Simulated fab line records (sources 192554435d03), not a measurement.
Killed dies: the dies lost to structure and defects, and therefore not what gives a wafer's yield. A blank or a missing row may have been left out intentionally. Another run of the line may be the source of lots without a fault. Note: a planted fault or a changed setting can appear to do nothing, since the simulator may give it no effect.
Matching of chambers | flow n5Finfet | N5_MIM_TOP_ETCH_PECVD_03 on pecvd-01: 3 sister chambers
The step deposits SiNx from SiH4/NH3/N2, target thk 20 nm, time 17.6 s. 20 wafers are shown with their chamber, then 10 later ones without.

WAFERS, EACH WITH ITS CHAMBER
wafer  | chamber | showerheadVppV (V) | showerheadPlenumPTorr (Torr) | throttleValvePct (%)
L078.1 | 0       | 1162               | 5.04                         | 40.1
L078.3 | 1       | 1015               | 5.15                         | 38.6
L078.6 | 2       | 1078               | 5.09                         | 39.8
L083.3 | 1       | 1019               | 5.15                         | 38.4
L083.4 | 2       | 1092               | 5.08                         | 40.2
L083.5 | 1       | 1022               | 5.16                         | 38.4
L081.3 | 1       | 1025               | 5.15                         | 38.7
L081.5 | 0       | 1165               | 5.04                         | 40.3
L081.6 | 2       | 1086               | 5.08                         | 39.9
L082.1 | 2       | 1084               | 5.09                         | 40.1
L082.4 | 0       | 1162               | 5.04                         | 40.3
L082.5 | 2       | 1094               | 5.10                         | 40.0
L085.3 | 2       | 1070               | 5.09                         | 40.0
L085.4 | 2       | 1065               | 5.09                         | 40.1
L085.5 | 1       | 1018               | 5.16                         | 38.8
L087.1 | 2       | 1052               | 5.10                         | 40.1
L087.2 | 0       | 1156               | 5.05                         | 39.9
L087.3 | 1       | 1009               | 5.17                         | 38.5
L090.3 | 1       | 1018               | 5.15                         | 38.5
L090.5 | 2       | 1073               | 5.09                         | 40.2

SIGNATURES, as means of the wafers listed above
reading               | chamber 0 | chamber 1 | chamber 2 | scatter within a chamber
showerheadVppV        | 1161.25   | 1018.00   | 1077.11   | 9.93
showerheadPlenumPTorr | 5.0425    | 5.1557    | 5.0900    | 0.00706
throttleValvePct      | 40.150    | 38.557    | 40.044    | 0.151
Rule: a wafer's distance from a chamber is the root of the sum, over the readings, of the square of ((its reading less the chamber's mean) divided by the reading's scatter). The wafer belongs to the nearest chamber; if the next one is less than 2 further off, it can't be placed. How the scatter is found: for the shown wafers, subtract from each reading the mean of its chamber, square and add these, divide the total by (wafers less chambers), then take the root.

WAFERS WITH NO CHAMBER GIVEN
wafer  | showerheadVppV (V) | showerheadPlenumPTorr (Torr) | throttleValvePct (%)
L090.6 | 1165               | 5.05                         | 40.0
L092.2 | 1014               | 5.16                         | 38.5
L092.4 | 1165               | 5.06                         | 40.1
L092.6 | 1027               | 5.15                         | 38.4
L094.4 | 1164               | 5.05                         | 40.1
L094.5 | 1007               | 5.16                         | 38.6
L094.6 | 1078               | 5.09                         | 40.3
L096.1 | 1083               | 5.10                         | 40.3
L096.2 | 1152               | 5.05                         | 40.4
L096.5 | 1086               | 5.09                         | 40.4

EACH ONE'S CHAMBER
wafer  | from the rows above | in truth
L090.6 | 0                   | 0
L092.2 | 1                   | 1
L092.4 | 0                   | 0
L092.6 | 1                   | 1
L094.4 | 0                   | 0
L094.5 | 1                   | 1
L094.6 | 2                   | 2
L096.1 | 2                   | 2
L096.2 | 0                   | 0
L096.5 | 2                   | 2
Placed correctly: 10 of 10. Not placeable from these rows: 0. Number placed wrongly: 0.
